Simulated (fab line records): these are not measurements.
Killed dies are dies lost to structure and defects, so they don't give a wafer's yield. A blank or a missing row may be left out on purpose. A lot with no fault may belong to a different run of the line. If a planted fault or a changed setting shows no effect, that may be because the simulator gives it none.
fab line records    flow n5Finfet
record: lots: 11  wafers: 30  lastDay: 19
route steps=1938 shown MOL_CONTACT_COAG@545 BEOL_M4@1111 PASSIVATION@1936
lots with no fault: from the same line, run without faults
startH: start of the lot's first displayed wafer, in hours after the record's first day    waitH: how many hours have passed since the lot's step before this one    " identical to the entry in the row above    L1.1+2: one row covering several wafers at once    - value missing, or start not given    * or withheld: withheld    < > ~ a bound
route shown NAME@n: NAME is a module with steps in the file, n the number in the route of the first one    usual: mean/standard deviation taken from wafers without a fault    same: alike in all rows    chamber/n: place in a boat    sites: the reading at each site    _std_site: the standard deviation of these    _edge_site: outer sites' mean less inner sites'    radiusMm: how far each site lies from the wafer's centre    mask NAME#n: copy n    behind: tool/chamber where the wafer was last shaped    hold: the reason the lot was held/the length of the hold in hours/how it ended    device: which transistor (n, p or np) failed to switch    end of line: the route-end tests of the same wafers    a step without rows: its recipe alone    killed: count of dies lost to structure and defects at first sort (not the wafer's yield)    map: per-die view of a wafer (x killed, . not killed, _ where there is no die)
set.NAME: the run value of the setting; set.NAME@STEP: its run value at that earlier step    model.NAME: the simulator's own value behind a step, which no gauge read
route steps across a sampled set of lots; one table per step, one row per wafer
services: a tool's chamber out of use, with start hour (startH, from the record's first day; less than 0 if before it), hours out, and reason
== steps ==
step: N5_MOL_CONTACT_COAG_SIL_ANNEAL_21
recipe: tempC: 550  timeS: 60  ambient: N2
usual: lampPowerPct: 6.07/0.22  lamp_zone_4_pct: 6.07/0.22  wafer_temp_C_max: 551.9/0.47
lot.wafer  tool          chamber  startH  waitH  lampPowerPct  lamp_zone_4_pct  wafer_temp_C_max
L995.2     rtpAnneal-01  0        92.53   0.2    6.26          6.26             552.5
L995.3     "             0        "       "      6.25          6.26             551.8
L995.5     "             0        "       "      6.27          6.26             551.8
L998.3     rtpAnneal-01  0        108.68  0.3    6.26          6.26             551.1
L998.4     "             0        "       "      6.27          6.26             551.7
L998.5     "             0        "       "      6.26          6.26             552.0
L999.1     rtpAnneal-02  0        112.65  0.2    5.83          5.80             552.2
L999.4     "             0        "       "      5.80          5.81             552.2
L100.1     rtpAnneal-01  0        120.77  0.2    6.26          6.25             552.0
L100.6     "             0        "       "      6.27          6.26             551.6
L104.2     rtpAnneal-02  0        145.59  0.2    5.81          5.82             552.3
L104.3     "             0        "       "      5.81          5.82             552.3
L104.4     "             0        "       "      5.82          5.82             551.8
L106.3     rtpAnneal-01  0        155.92  0.3    6.26          6.27             552.3
L106.4     "             0        "       "      6.25          6.25             552.4
L106.5     "             0        "       "      6.26          6.25             552.0
L107.1     rtpAnneal-02  0        160.05  0.2    5.82          5.81             551.7
L107.6     "             0        "       "      5.82          5.82             551.4
L109.1     rtpAnneal-01  0        175.27  0.3    6.26          6.26             551.9
L109.3     "             0        "       "      6.26          6.26             551.6
L109.4     "             0        "       "      6.25          6.26             551.9
L110.1     rtpAnneal-01  0        179.98  0.2    6.26          6.26             552.2
L110.2     "             0        "       "      6.26          6.26             551.9
L110.6     "             0        "       "      6.25          6.25             551.6
L113.1     rtpAnneal-01  0        196.92  0.2    6.25          6.25             552.2
L113.3     "             0        "       "      6.26          6.26             551.6
L113.4     "             0        "       "      6.27          6.26             552.0
L116.4     rtpAnneal-01  0        221.36  0.4    6.25          6.26             551.7
L116.5     "             0        "       "      6.26          6.25             551.5
L116.6     "             0        "       "      6.26          6.26             552.4
step: N5_MOL_CONTACT_COAG_ALD_27
recipe: material: SiOC  targetThkA: 170  tempC: 400  aldPrecursorFamily: carbosiloxane  aldCoReactant: H2-plasma  pulseTimeS: 1.5  timeS: 2720  purgeTimeS: 2  coReactantPurgeTimeS: 2  aldCycles: 340  pressureTorr: 2
usual: chamberPressureTorr: 2.000/0.0045  heaterPowerW: 859/55  precursorPulseHeightRel: 0.997/0.02
same: aldCycles: 340
lot.wafer  tool       chamber  startH  waitH  chamberPressureTorr  heaterPowerW  precursorPulseHeightRel
L995.2     aldSin-01  3        96.76   0.0    2.007                865           1.002
L995.3     "          2        "       "      1.995                818           1.004
L995.5     "          3        "       "      1.992                885           0.989
L998.3     aldSin-01  3        116.59  0.2    1.996                893           0.997
L998.4     "          1        "       "      2.006                817           1.021
L998.5     "          2        "       "      2.008                805           1.009
L999.1     aldSin-04  0        117.07  0.5    1.999                835           0.995
L999.4     "          0        "       "      1.996                845           0.997
L100.1     aldSin-01  3        127.54  0.0    2.005                874           0.977
L100.6     "          3        "       "      2.003                873           0.975
L104.2     aldSin-04  3        149.61  0.0    1.999                865           1.004
L104.3     "          0        "       "      2.005                799           0.983
L104.4     "          0        "       "      2.003                842           1.014
L106.3     aldSin-03  1        161.32  0.6    2.005                1008          0.960
L106.4     "          2        "       "      2.000                907           0.962
L106.5     "          2        "       "      2.000                894           1.001
L107.1     aldSin-03  3        166.80  2.0    2.006                905           1.001
L107.6     "          3        "       "      2.003                907           1.001
L109.1     aldSin-01  0        180.43  0.0    1.995                859           1.012
L109.3     "          2        "       "      1.993                794           0.973
L109.4     "          1        "       "      2.002                818           0.986
L110.1     aldSin-01  1        185.39  0.0    2.002                832           0.980
L110.2     "          3        "       "      2.001                874           0.974
L110.6     "          1        "       "      1.995                828           0.990
L113.1     aldSin-04  2        201.17  0.0    2.000                735           0.999
L113.3     "          3        "       "      1.998                841           0.976
L113.4     "          3        "       "      1.992                868           0.985
L116.4     aldSin-03  3        226.89  0.8    2.000                923           0.992
L116.5     "          0        "       "      2.001                908           1.001
L116.6     "          2        "       "      2.009                903           0.968
step: N5_MOL_CONTACT_COAG_ALD_123
recipe: material: SiNx  targetThkA: 50  tempC: 400  aldPrecursorFamily: SiH2I2  aldCoReactant: N2/H2-plasma  pulseTimeS: 1  purgeTimeS: 2  coReactantPurgeTimeS: 2  aldCycles: 100  pressureTorr: 2
usual: chamberPressureTorr: 2.000/0.0043  heaterPowerW: 859/58  precursorPulseHeightRel: 0.999/0.019
same: aldCycles: 100
lot.wafer  tool       chamber  startH  waitH  chamberPressureTorr  heaterPowerW  precursorPulseHeightRel
L995.2     aldSin-04  1        99.75   1.1    2.004                774           1.021
L995.3     "          0        "       "      1.998                833           1.030
L995.5     "          0        "       "      2.003                815           1.021
L998.3     aldSin-03  3        118.57  0.1    2.003                918           1.079
L998.4     "          2        "       "      1.994                919           0.997
L998.5     "          1        "       "      2.001                988           0.977
L999.1     aldSin-04  3        118.97  0.0    2.001                885           1.010
L999.4     "          0        "       "      1.998                811           1.007
L100.1     aldSin-03  2        129.44  0.0    1.998                921           1.029
L100.6     "          3        "       "      1.992                891           0.988
L104.2     aldSin-03  0        151.51  0.0    2.003                910           0.995
L104.3     "          1        "       "      2.007                971           1.018
L104.4     "          3        "       "      2.000                905           0.960
L106.3     aldSin-01  1        163.21  0.0    2.001                821           1.023
L106.4     "          0        "       "      2.007                856           1.005
L106.5     "          0        "       "      2.001                863           0.994
L107.1     aldSin-01  2        168.70  0.0    1.998                799           1.002
L107.6     "          2        "       "      2.005                793           0.970
L109.1     aldSin-04  3        182.85  0.5    1.995                877           0.977
L109.3     "          2        "       "      2.000                766           0.981
L109.4     "          2        "       "      2.000                766           0.969
L110.1     aldSin-04  3        187.53  0.3    1.997                887           1.002
L110.2     "          0        "       "      2.003                821           0.993
L110.6     "          2        "       "      2.005                764           1.008
L113.1     aldSin-04  0        203.07  0.0    1.994                829           0.955
L113.3     "          2        "       "      2.004                776           1.029
L113.4     "          3        "       "      1.998                868           0.945
L116.4     aldSin-01  0        228.02  0.0    2.006                889           0.981
L116.5     "          1        "       "      1.992                860           1.005
L116.6     "          2        "       "      1.999                788           0.966
step: N5_MOL_CONTACT_COAG_EXPOSE_81
recipe: maskId: VG  na: 0.33  sourceShape: annular  sigmaInner: 0.3  sigmaOuter: 0.7  polarization: unpolarized  defocusNm: 0  doseMj: 59.5
usual: exposureDoseMJCm2: 60.0/0.43  reticleTempC: 23.01/0.093
lot.wafer  tool           chamber  startH  waitH  mask  exposureDoseMJCm2  reticleTempC
L995.2     euvScanner-01  0        100.47  -      VG#0  59.2               23.09
L995.3     "              0        "       "      VG#0  59.2               23.12
L995.5     "              0        "       "      VG#0  59.3               22.88
L998.3     euvScanner-01  0        119.41  -      VG#0  60.3               23.13
L998.4     "              0        "       "      VG#0  60.4               23.24
L998.5     "              0        "       "      VG#0  60.3               23.06
L999.1     euvScanner-01  0        119.66  -      VG#0  60.3               23.02
L999.4     "              0        "       "      VG#0  60.3               22.92
L100.1     euvScanner-01  0        130.14  -      VG#0  60.4               23.10
L100.6     "              0        "       "      VG#0  60.3               23.04
L104.2     euvScanner-01  0        152.21  -      VG#0  60.4               22.85
L104.3     "              0        "       "      VG#0  60.3               22.97
L104.4     "              0        "       "      VG#0  60.4               23.02
L106.3     euvScanner-02  0        163.93  -      VG#0  59.5               23.09
L106.4     "              0        "       "      VG#0  59.4               23.09
L106.5     "              0        "       "      VG#0  59.5               23.04
L107.1     euvScanner-02  0        169.40  -      VG#0  59.5               22.89
L107.6     "              0        "       "      VG#0  59.5               22.78
L109.1     euvScanner-01  0        183.56  -      VG#0  62.1               22.96
L109.3     "              0        "       "      VG#0  62.1               22.93
L109.4     "              0        "       "      VG#0  62.2               22.97
L110.1     euvScanner-01  0        188.23  -      VG#0  63.6               22.94
L110.2     "              0        "       "      VG#0  63.5               23.05
L110.6     "              0        "       "      VG#0  63.6               22.91
L113.1     euvScanner-02  0        203.76  -      VG#0  59.4               23.04
L113.3     "              0        "       "      VG#0  59.5               23.01
L113.4     "              0        "       "      VG#0  59.5               23.17
L116.4     euvScanner-02  0        228.97  -      VG#0  59.5               23.11
L116.5     "              0        "       "      VG#0  59.5               23.02
L116.6     "              0        "       "      VG#0  59.5               22.95
step: N5_MOL_CONTACT_COAG_CD_MEAS_84
recipe: targetCdNm: 25.1  landingEnergyEv: 500  detector: seInlens  polarity: opening
usual: cdNm: 25.1/0.34
lot.wafer  tool      chamber  startH  waitH  cdNm
L995.2     cdSem-01  0        100.61  -      25.1
L995.3     "         0        "       "      25.6
L995.5     "         0        "       "      25.2
L998.3     cdSem-02  0        119.53  -      25.1
L998.4     "         0        "       "      25.5
L998.5     "         0        "       "      25.1
L999.1     cdSem-01  0        119.81  -      25.1
L999.4     "         0        "       "      24.9
L100.1     cdSem-01  0        130.28  -      25.4
L100.6     "         0        "       "      25.5
L104.2     cdSem-03  0        152.35  -      24.7
L104.3     "         0        "       "      25.5
L104.4     "         0        "       "      24.7
L106.3     cdSem-02  0        164.06  -      24.6
L106.4     "         0        "       "      24.4
L106.5     "         0        "       "      24.8
L107.1     cdSem-03  0        169.54  -      24.6
L107.6     "         0        "       "      24.8
L109.1     cdSem-02  0        183.71  -      18.4
L109.3     "         0        "       "      21.1
L109.4     "         0        "       "      22.2
L110.1     cdSem-01  0        188.37  -      21.5
L110.2     "         0        "       "      21.5
L110.6     "         0        "       "      23.4
L113.1     cdSem-03  0        203.91  -      25.7
L113.3     "         0        "       "      25.1
L113.4     "         0        "       "      25.0
L116.4     cdSem-02  0        229.09  -      25.2
L116.5     "         0        "       "      24.7
L116.6     "         0        "       "      25.3
step: N5_MOL_CONTACT_COAG_CD_MEAS_137
recipe: targetCdNm: 16
usual: cdNm: 15.8/0.47
lot.wafer  tool      chamber  startH  waitH  cdNm
L995.2     cdSem-03  -        101.60  0.0    15.4
L995.3     "         -        "       "      16.0
L995.5     "         -        "       "      15.6
L998.3     cdSem-02  -        120.46  0.0    16.3
L998.4     "         -        "       "      15.7
L998.5     "         -        "       "      16.4
L999.1     cdSem-01  -        120.74  0.0    16.3
L999.4     "         -        "       "      15.9
L100.1     cdSem-03  -        131.31  0.0    15.7
L100.6     "         -        "       "      15.2
L104.2     cdSem-02  -        153.29  0.0    16.2
L104.3     "         -        "       "      16.0
L104.4     "         -        "       "      15.1
L106.3     cdSem-03  -        166.71  0.0    15.8
L106.4     "         -        "       "      15.2
L106.5     "         -        "       "      15.2
L107.1     cdSem-01  -        170.48  0.0    15.7
L107.6     "         -        "       "      15.3
L109.1     cdSem-03  -        184.75  0.0    9.3
L109.3     "         -        "       "      11.6
L109.4     "         -        "       "      12.9
L110.1     cdSem-03  -        190.50  0.0    11.7
L110.2     "         -        "       "      12.8
L110.6     "         -        "       "      14.0
L113.1     cdSem-03  -        204.90  0.0    16.4
L113.3     "         -        "       "      16.2
L113.4     "         -        "       "      15.2
L116.4     cdSem-02  -        231.01  0.0    15.1
L116.5     "         -        "       "      15.8
L116.6     "         -        "       "      16.7
step: N5_BEOL_M4_RC_MEAS_101
usual: DIBL_N: 35.8/2.2  DIBL_P: 35.3/2.7  IOFF_N: 0.16/0.043  IOFF_P: 0.21/0.043  ION_N: 676/15  ION_P: 463/9.1  SS_N: 71.4/0.77  SS_P: 73.0/0.79  VT_N: 250/4  VT_P: -249.8/2.8
lot.wafer  tool       chamber  startH  waitH  DIBL_N[mV/V]  DIBL_P[mV/V]  IOFF_N[nA/um]  IOFF_P[nA/um]  ION_N[uA/um]  ION_P[uA/um]  SS_N[mV/dec]  SS_P[mV/dec]  VT_N[mV]  VT_P[mV]
L995.2     prober-02  0        176.18  0.2    37.7          39.0          0.19           0.24           689           474           70.9          72.4          242       -246.0
L995.3     "          0        "       "      40.3          41.7          0.25           0.30           708           481           71.5          73.9          240       -244.5
L995.5     "          0        "       "      35.7          37.3          0.17           0.22           694           478           70.7          72.3          244       -247.6
L999.1     prober-02  0        197.47  0.0    35.9          35.7          0.13           0.19           645           447           71.4          73.9          255       -252.4
L999.4     "          0        "       "      38.0          37.9          0.19           0.22           697           470           71.5          74.1          246       -249.1
L998.3     prober-01  0        197.59  0.3    36.5          36.3          0.16           0.23           654           450           71.3          73.1          250       -249.0
L998.4     "          0        "       "      37.2          36.8          0.18           0.22           691           467           72.1          72.9          247       -250.4
L998.5     "          0        "       "      39.8          37.5          0.22           0.24           664           453           73.1          73.7          248       -246.8
L100.1     prober-02  0        216.24  0.0    37.4          36.2          0.17           0.24           681           474           71.5          73.3          251       -248.1
L100.6     "          0        "       "      38.7          38.2          0.19           0.28           695           475           72.6          73.8          247       -247.4
L104.2     prober-02  0        228.23  0.2    35.8          33.7          0.16           0.19           682           468           70.4          72.5          247       -248.5
L104.3     "          0        "       "      37.3          35.3          0.17           0.20           685           466           71.9          74.0          248       -251.6
L104.4     "          0        "       "      34.9          34.2          0.14           0.19           674           469           71.3          73.3          250       -251.7
L107.1     prober-01  0        247.59  0.0    36.4          36.0          0.16           0.19           690           464           70.8          73.7          249       -250.6
L107.6     "          0        "       "      38.4          38.3          0.21           0.23           670           450           72.7          73.3          245       -248.7
L106.3     prober-01  0        251.10  0.3    36.1          37.7          0.16           0.24           691           475           71.5          73.4          248       -245.8
L106.4     "          0        "       "      35.0          34.5          0.13           0.19           675           465           71.2          72.5          253       -250.0
L106.5     "          0        "       "      38.0          38.7          0.19           0.27           686           470           72.1          73.5          249       -247.0
L113.1     prober-02  0        293.45  0.0    34.2          33.5          0.12           0.18           666           460           70.2          72.3          255       -250.9
L113.3     "          0        "       "      33.0          34.1          0.13           0.19           670           469           70.6          72.6          249       -249.6
L113.4     "          0        "       "      39.0          40.5          0.24           0.30           702           486           71.8          74.1          244       -244.9
L116.4     prober-02  0        310.06  0.5    33.6          33.1          0.12           0.17           673           463           70.5          72.1          251       -255.0
L116.5     "          0        "       "      34.4          32.8          0.14           0.16           679           453           71.0          72.0          252       -253.8
L116.6     "          0        "       "      37.1          36.3          0.17           0.21           673           449           72.3          73.5          250       -249.5
step: N5_PASSIVATION_PROBE_49
usual: killed_at_M0_to_M3: 34/11  killed_at_M4_up: 14/5.6  killedAtContacts: 13/5.9  killedAtFrontEnd: 40/11  killedAtOther: 4/3.1  killedDies: 105/16  killedOnRim: 14/4.2  killedOpen: 68/11  killedShort: 34/8.4
same: grossDies: 1180  killedAtBackSide: 0
lot.wafer  tool       chamber  startH  waitH  killed_at_M0_to_M3  killed_at_M4_up  killedAtContacts  killedAtFrontEnd  killedAtOther  killedDies  killedOnRim  killedOpen  killedShort
L109.1     prober-02  -        380.88  0.0    41                  8                1087              32                12             1180        152          66          40
L109.3     prober-02  -        380.98  0.1    36                  17               1075              44                8              1180        152          76          37
L109.4     prober-02  -        381.03  0.2    36                  14               1083              41                6              1180        152          61          43
L113.1     prober-02  -        464.38  0.0    43                  16               13                31                8              111         18           76          34
L113.3     prober-02  -        464.48  0.1    22                  17               13                46                5              103         18           72          31
L113.4     prober-02  -        464.53  0.2    41                  17               3                 38                4              103         20           69          34
killed by level:class
L109.1 MOL_CONTACT_COAG:areaExpose=1073 BEOL_M2:geometricParticle:open=13 BEOL_M0_SAQP:geometricParticle:short=11 MOL_CONTACT_COAG:geometricParticle:open=10 FIN_SAQP:geometricParticle:short=7 FIN_SAQP:geometricParticle:open=6 BEOL_M0_SAQP:geometricParticle:open=5 STI_FIN_REVEAL:geometricParticle:open=4
L109.3 MOL_CONTACT_COAG:areaExpose=1065 FIN_SAQP:geometricParticle:open=14 FIN_SAQP:geometricParticle:short=8 MOL_CONTACT_COAG:geometricParticle:open=8 BEOL_M0_SAQP:geometricParticle:short=8 BEOL_M1:geometricParticle:open=8 BEOL_M2:geometricParticle:open=6 STI_FIN_REVEAL:geometricParticle:open=5
L109.4 MOL_CONTACT_COAG:areaExpose=1075 BEOL_M0_SAQP:geometricParticle:short=10 BEOL_M1:geometricParticle:open=10 FIN_SAQP:geometricParticle:short=9 STI_FIN_REVEAL:geometricParticle:open=8 MOL_CONTACT_COAG:geometricParticle:open=6 DUMMY_GATE:geometricParticle:open=5 BEOL_M0_SAQP:geometricParticle:open=5
L113.1 BEOL_M2:geometricParticle:open=18 GATE_CUT:geometricParticle:short=9 MOL_CONTACT_COAG:geometricParticle:open=9 BEOL_M2:geometricParticle:short=8 BEOL_M1:geometricParticle:open=7 STI_FIN_REVEAL:geometricParticle:open=5 BEOL_M4:geometricParticle:open=5 MIM_TOP:geometricParticle:open=5
L113.3 MOL_CONTACT_COAG:geometricParticle:open=12 BEOL_M4:geometricParticle:open=12 STI_FIN_REVEAL:geometricParticle:open=10 FIN_SAQP:geometricParticle:open=8 BEOL_M3:geometricParticle:open=8 FIN_SAQP:geometricParticle:short=7 BEOL_M0_SAQP:geometricParticle:open=5 GATE_CUT:geometricParticle:short=4
L113.4 BEOL_M2:geometricParticle:open=12 BEOL_M0_SAQP:geometricParticle:open=8 STI_FIN_REVEAL:geometricParticle:open=7 BEOL_M0_SAQP:geometricParticle:short=7 FIN_SAQP:geometricParticle:open=6 DUMMY_GATE:geometricParticle:open=6 BEOL_M5:geometricParticle:open=6 FIN_SAQP:geometricParticle:short=5
== services ==
tool           chamber  startH  hours  kind
aldSin-03      -        75.91   1.0    repair
aldSin-04      -        85.25   14.0   pm
aldSin-04      0        85.25   14.0   ventCycle
aldSin-04      1        85.25   14.0   ventCycle
aldSin-04      2        85.25   14.0   ventCycle
aldSin-04      3        85.25   14.0   ventCycle
aldSin-04      0        99.25   -      clean
aldSin-04      1        99.25   -      clean
euvScanner-02  -        114.63  1.0    pm
euvScanner-01  -        115.64  1.0    pm
euvScanner-02  -        116.18  40.6   repair
aldSin-01      2        133.41  14.0   repair
aldSin-04      -        155.76  12.3   repair
euvScanner-01  -        161.65  5.8    pm
euvScanner-02  -        170.78  1.0    pm
euvScanner-01  -        171.79  1.0    pm
aldSin-03      -        178.85  14.0   pm
euvScanner-01  -        198.03  4.6    pm
euvScanner-02  -        198.73  0.1    repair
aldSin-03      -        201.44  14.6   pm
euvScanner-01  -        220.58  0.3    repair
aldSin-04      -        224.66  6.1    pm
euvScanner-02  -        226.93  1.0    pm
euvScanner-01  -        227.94  1.0    pm
== key ==
firstSign: step: N5_MOL_CONTACT_COAG_EXPOSE_81  reading: exposureDoseMJCm2  direction: up  sigmas: 6.7  usual: 60.0  struck: 62.9
effect: step: N5_MOL_CONTACT_COAG_CD_MEAS_84  reading: cdNm  direction: down  sigmas: 11  usual: 25.1  struck: 21.3  through: controlLoop
effect: step: N5_MOL_CONTACT_COAG_CD_MEAS_137  reading: cdNm  direction: down  sigmas: 8.1  usual: 15.8  struck: 12.0  through: controlLoop
effect: step: N5_PASSIVATION_PROBE_49  reading: killedAtContacts  direction: up  sigmas: 99+  usual: 13  struck: 1082
moreKillsBornAt: N5_MOL_CONTACT_COAG_EXPOSE_81@euvScanner-01: 3213
metAt N5_MOL_CONTACT_COAG_EXPOSE_81
struckLots L109,L110
rowsEnd L110.1,L110.2,L110.6
laterRowsLeftOut L109.1,L109.3,L109.4
testerLeftOut L109
loopTrim: step: N5_MOL_CONTACT_COAG_EXPOSE_81  setting: dose  lots: L109,L110
notActingAt N5_MOL_CONTACT_COAG_SIL_ANNEAL_21,N5_MOL_CONTACT_COAG_ALD_27,N5_MOL_CONTACT_COAG_ALD_123
onsetBetween 152.21 183.56
earlierFault: kind: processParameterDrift  tool: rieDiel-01  chamber: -  onsetH: 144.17  steps: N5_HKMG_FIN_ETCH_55  channel: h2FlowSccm  offset: 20  shape: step  actsIn: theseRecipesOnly  stated: 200
fault: kind: processParameterDrift  tool: euvScanner-01  chamber: -  onsetH: 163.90  steps: N5_MOL_CONTACT_COAG_EXPOSE_81  channel: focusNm  offset: 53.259  spreadByWafer: 0.3  shape: step
testerLeftOut: of these lots the tester's yield and bins aren't shown, on N5 and GAA mostly nor the transistor test; their killed dies are dies lost to structure and defects alone, not to doping, threshold or leakage, so they don't give the yield
laterRowsLeftOut: the simulator's readings of these wafers behind a module that went badly wrong aren't trusted and aren't shown, but for the sort
rowsEnd: these wafers met a further fault down the route, and their rows from its step on are left out
loopTrim: a control loop set the setting to another value than it would have without faults
